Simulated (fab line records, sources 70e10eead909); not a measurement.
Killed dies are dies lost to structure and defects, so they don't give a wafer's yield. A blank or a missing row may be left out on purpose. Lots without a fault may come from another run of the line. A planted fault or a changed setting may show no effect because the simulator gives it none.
Chamber matching | flow nand_harc | NHARC_A_STAIRCASE_TRIM_12 on rie_diel-10: 4 sister chambers
The step chemistry O2, time 211.2 s. 16 wafers are shown with their chamber, then 8 later ones without.

WAFERS WITH THEIR CHAMBER
wafer  | chamber | showerhead_plenum_p_Torr (Torr) | oes_product_au (a.u.) | rf_vpp_V (V)
L075.2 | 3       | 3.63                            | 0.994                 | 57.7
L075.4 | 2       | 3.44                            | 1.004                 | 57.2
L075.5 | 1       | 3.28                            | 1.002                 | 57.0
L076.1 | 2       | 3.43                            | 1.012                 | 57.4
L076.2 | 1       | 3.27                            | 1.011                 | 56.8
L076.5 | 1       | 3.27                            | 1.009                 | 56.7
L080.3 | 1       | 3.27                            | 1.003                 | 57.9
L080.4 | 0       | 3.73                            | 0.990                 | 58.3
L080.5 | 3       | 3.62                            | 1.003                 | 57.6
L083.1 | 3       | 3.62                            | 0.988                 | 58.5
L083.2 | 1       | 3.27                            | 0.993                 | 57.8
L083.3 | 0       | 3.73                            | 0.993                 | 58.7
L086.1 | 3       | 3.61                            | 0.997                 | 59.0
L086.3 | 0       | 3.72                            | 0.999                 | 58.0
L086.6 | 0       | 3.72                            | 0.995                 | 57.8
L091.1 | 2       | 3.41                            | 1.016                 | 56.5

SIGNATURES (means of the wafers above)
reading                  | chamber 0 | chamber 1 | chamber 2 | chamber 3 | scatter within a chamber
showerhead_plenum_p_Torr | 3.7250    | 3.2720    | 3.4267    | 3.6200    | 0.0084
oes_product_au           | 0.99425   | 1.00360   | 1.01067   | 0.99550   | 0.00601
rf_vpp_V                 | 58.200    | 57.240    | 57.033    | 58.200    | 0.543
Rule: a wafer's distance from a chamber is the root of the sum, over the readings, of the square of ((its reading less the chamber's mean) divided by the reading's scatter). The wafer belongs to the nearest chamber; if the next one is less than 2 further off, it can't be placed. The scatter: the root of (the sum of the squares of (reading less its chamber's mean) over the shown wafers, divided by (wafers less chambers)).

WAFERS WITHOUT THEIR CHAMBER
wafer  | showerhead_plenum_p_Torr (Torr) | oes_product_au (a.u.) | rf_vpp_V (V)
L091.2 | 3.60                            | 0.994                 | 57.7
L091.6 | 3.72                            | 0.993                 | 58.7
L092.1 | 3.60                            | 0.998                 | 58.0
L092.3 | 3.41                            | 1.018                 | 57.2
L092.5 | 3.41                            | 1.004                 | 58.2
L096.1 | 3.41                            | 1.013                 | 57.7
L096.3 | 3.71                            | 1.003                 | 58.6
L096.4 | 3.41                            | 1.012                 | 58.5

WHICH CHAMBER EACH WENT THROUGH
wafer  | from the rows above | in truth
L091.2 | 3                   | 3
L091.6 | 0                   | 0
L092.1 | 3                   | 3
L092.3 | 2                   | 2
L092.5 | 2                   | 2
L096.1 | 2                   | 2
L096.3 | 0                   | 0
L096.4 | 2                   | 2
Placed correctly: 8 of 8. Can't be placed from these rows: 0. Placed wrongly: 0.
